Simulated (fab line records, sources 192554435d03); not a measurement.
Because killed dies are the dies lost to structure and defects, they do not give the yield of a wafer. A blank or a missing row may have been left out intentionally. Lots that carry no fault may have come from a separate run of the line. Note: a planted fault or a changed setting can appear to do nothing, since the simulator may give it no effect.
Which tool did it? -- flow n5-finfet -- 24 lots, 72 wafers sampled, at 3 steps of a route of 1938

== WHAT EACH GAUGE READ, for each wafer ==
N5_DUMMY_GATE_CD_MEAS_15 targets a cd of 25.8 nm. Usual: cd-nm reads 25.07 nm (standard deviation 0.24).
lot,measured,on,cd-nm (nm),flag
L074,day 3 04:13,cd-sem-02,24.79 25.20 25.24,
L075,day 3 04:20,cd-sem-02,25.23 25.43 24.53,
L076,day 3 14:06,cd-sem-02,25.03 24.86 25.01,
L077,day 3 20:28,cd-sem-01,25.38 24.95 24.86,
L078,day 4 05:24,cd-sem-01,24.86 24.87 25.01,
L079,day 4 07:00,cd-sem-01,24.91 25.36 24.75,
L080,day 4 17:10,cd-sem-01,25.34 24.88 24.97,
L081,day 4 14:55,cd-sem-03,25.36 25.41 24.95,
L082,day 5 00:49,cd-sem-01,24.49 24.89 25.15,
L083,day 5 07:13,cd-sem-01,25.45 25.50 25.20,
L084,day 5 12:01,cd-sem-02,24.80 25.04 25.10,
L085,day 5 18:31,cd-sem-02,24.83 24.87 25.06,
L086,day 5 22:50,cd-sem-02,24.74 25.40 25.05,
L087,day 6 05:35,cd-sem-02,25.16 24.76 25.59,
L088,day 6 12:56,cd-sem-03,24.85 25.10 25.01,
L089,day 6 16:07,cd-sem-02,25.28 24.95 25.07,
L090,day 6 23:28,cd-sem-02,25.48 25.12 25.25,
L091,day 7 07:29,cd-sem-03,25.12 24.98 24.93,
L092,day 7 15:17,cd-sem-01,24.96 25.34 25.09,
L093,day 7 17:41,cd-sem-02,25.77 25.39 25.22,
L094,day 8 01:10,cd-sem-02,25.29 24.70 24.85,
L095,day 8 04:29,cd-sem-02,24.87 25.12 25.55,
L096,day 8 16:01,cd-sem-03,24.75 24.97 24.88,
L097,day 8 17:47,cd-sem-02,25.43 24.98 25.29,

== TOOL THAT RAN EACH LOT (tool first, then ch and the chambers of the sampled wafers, then the start) ==
lot,N5_FIN_CUT_PRECLEAN_35,N5_DUMMY_GATE_ALD_02
L074,"vapor-etch-02 ch 0,1, day 2 05:16","ald-sin-01 ch 1,2,3, day 2 16:04"
L075,"vapor-etch-02 ch 0,1, day 2 09:45","ald-sin-04 ch 1,3, day 2 19:56"
L076,"vapor-etch-02 ch 0, day 2 16:14","ald-sin-04 ch 1,2,3, day 3 02:25"
L077,"vapor-etch-02 ch 0,1, day 2 22:28","ald-sin-01 ch 0,1,2, day 3 10:08"
L078,"vapor-etch-01 ch 0,1, day 3 05:57","ald-sin-04 ch 1,2,3, day 3 17:05"
L079,"vapor-etch-01 ch 0,1, day 3 12:06","ald-sin-01 ch 0,2,3, day 3 22:37"
L080,"vapor-etch-02 ch 0,1, day 3 17:02","ald-sin-01 ch 0,1,3, day 4 02:46"
L081,"vapor-etch-02 ch 0,1, day 3 20:46","ald-sin-01 ch 1,2, day 4 06:11"
L082,"vapor-etch-01 ch 0,1, day 4 04:27","ald-sin-02 ch 0,1,3, day 4 14:03"
L083,"vapor-etch-01 ch 0,1, day 4 09:47","ald-sin-02 ch 0,1,3, day 4 21:00"
L084,"vapor-etch-02 ch 0,1, day 4 16:32","ald-sin-01 ch 1,2,3, day 5 03:29"
L085,"vapor-etch-01 ch 0,1, day 5 00:53","ald-sin-04 ch 0,2,3, day 5 10:06"
L086,"vapor-etch-01 ch 0,1, day 5 04:11","ald-sin-02 ch 1,2,3, day 5 14:12"
L087,"vapor-etch-01 ch 0,1, day 5 11:46","ald-sin-01 ch 0,1,2, day 5 21:11"
L088,"vapor-etch-01 ch 0,1, day 5 19:02","ald-sin-01 ch 0,1,3, day 6 04:26"
L089,"vapor-etch-01 ch 1, day 5 21:45","ald-sin-02 ch 1,3, day 6 07:45"
L090,"vapor-etch-02 ch 0,1, day 6 04:53","ald-sin-01 ch 0,2,3, day 6 15:04"
L091,"vapor-etch-01 ch 0,1, day 6 11:34","ald-sin-01 ch 0,3, day 6 21:22"
L092,"vapor-etch-02 ch 0,1, day 6 17:24","ald-sin-01 ch 0,1,2, day 7 03:16"
L093,"vapor-etch-02 ch 0,1, day 6 22:54","ald-sin-01 ch 0,1, day 7 08:08"
L094,"vapor-etch-02 ch 0,1, day 7 04:01","ald-sin-04 ch 1,2,3, day 7 14:05"
L095,"vapor-etch-01 ch 0, day 7 09:31","ald-sin-01 ch 0,2,3, day 7 20:04"
L096,"vapor-etch-01 ch 0,1, day 7 17:32","ald-sin-01 ch 0,3, day 8 03:05"
L097,"vapor-etch-01 ch 0,1, day 7 22:02","ald-sin-02 ch 0,1,3, day 8 07:28"
- N5_FIN_CUT_PRECLEAN_35: cleans in vHF, time 13.3 s.
- N5_DUMMY_GATE_ALD_02: deposits SiO2, target thk 2 nm, pulse time 1 s.

== AS READ BY THE TOOLS THEMSELVES (means over the sampled wafers that have a number; for cases with no such wafer, the mark the record gives instead) ==
N5_FIN_CUT_PRECLEAN_35. Usual: drypump-motor-current-A reads 5.4 A (standard deviation 0.31).
lot,tool,drypump-motor-current-A (A),flag
L074,vapor-etch-02,5.5,
L075,vapor-etch-02,5.2,
L076,vapor-etch-02,5.0,
L077,vapor-etch-02,5.2,
L078,vapor-etch-01,5.5,
L079,vapor-etch-01,5.3,
L080,vapor-etch-02,5.5,
L081,vapor-etch-02,5.5,
L082,vapor-etch-01,5.5,
L083,vapor-etch-01,5.3,
L084,vapor-etch-02,5.2,
L085,vapor-etch-01,5.5,
L086,vapor-etch-01,5.5,
L087,vapor-etch-01,5.5,
L088,vapor-etch-01,5.3,
L089,vapor-etch-01,5.1,
L090,vapor-etch-02,5.2,
L091,vapor-etch-01,5.5,
L092,vapor-etch-02,5.2,
L093,vapor-etch-02,5.5,
L094,vapor-etch-02,5.5,
L095,vapor-etch-01,5.7,
L096,vapor-etch-01,5.3,
L097,vapor-etch-01,5.3,

N5_DUMMY_GATE_ALD_02. Usual: heater-power-w 477 W, standard deviation 52; precursor-pulse-height-rel 0.999, standard deviation 0.023.
lot,tool,heater-power-w (W),precursor-pulse-height-rel,flag
L074,ald-sin-01,506,1.031,
L075,ald-sin-04,461,0.992,
L076,ald-sin-04,470,0.984,
L077,ald-sin-01,496,0.991,
L078,ald-sin-04,474,1.005,
L079,ald-sin-01,524,0.981,
L080,ald-sin-01,535,0.984,
L081,ald-sin-01,479,1.005,
L082,ald-sin-02,425,1.012,
L083,ald-sin-02,424,0.988,
L084,ald-sin-01,515,1.003,
L085,ald-sin-04,460,0.991,
L086,ald-sin-02,426,0.984,
L087,ald-sin-01,506,1.036,
L088,ald-sin-01,534,1.009,
L089,ald-sin-02,438,0.974,
L090,ald-sin-01,518,0.980,
L091,ald-sin-01,527,0.986,
L092,ald-sin-01,497,0.994,
L093,ald-sin-01,513,0.994,
L094,ald-sin-04,475,1.005,
L095,ald-sin-01,512,1.004,
L096,ald-sin-01,530,0.999,
L097,ald-sin-02,421,1.015,

== THE ANSWER, worked out from the rows above alone ==
Rule: a lot is off if the mean of its wafers that have a number lies more than 3 standard deviations from the usual mean. Also off: a lot with no number at a reading for which 4 or more lots have one. Where the step has rows for the other lots, those lots are counted as sound. Order of review: gauges by route order, followed by the tools' own readings, for which a lot's mean as printed above is used. The first step at which some lot is off is used, and at that step the reading that is off furthest; a lot without a number counts as furthest.
Nothing can be told from this: no lot is off at any reading shown.

== WHAT THE SIMULATOR HAD PUT IN ==
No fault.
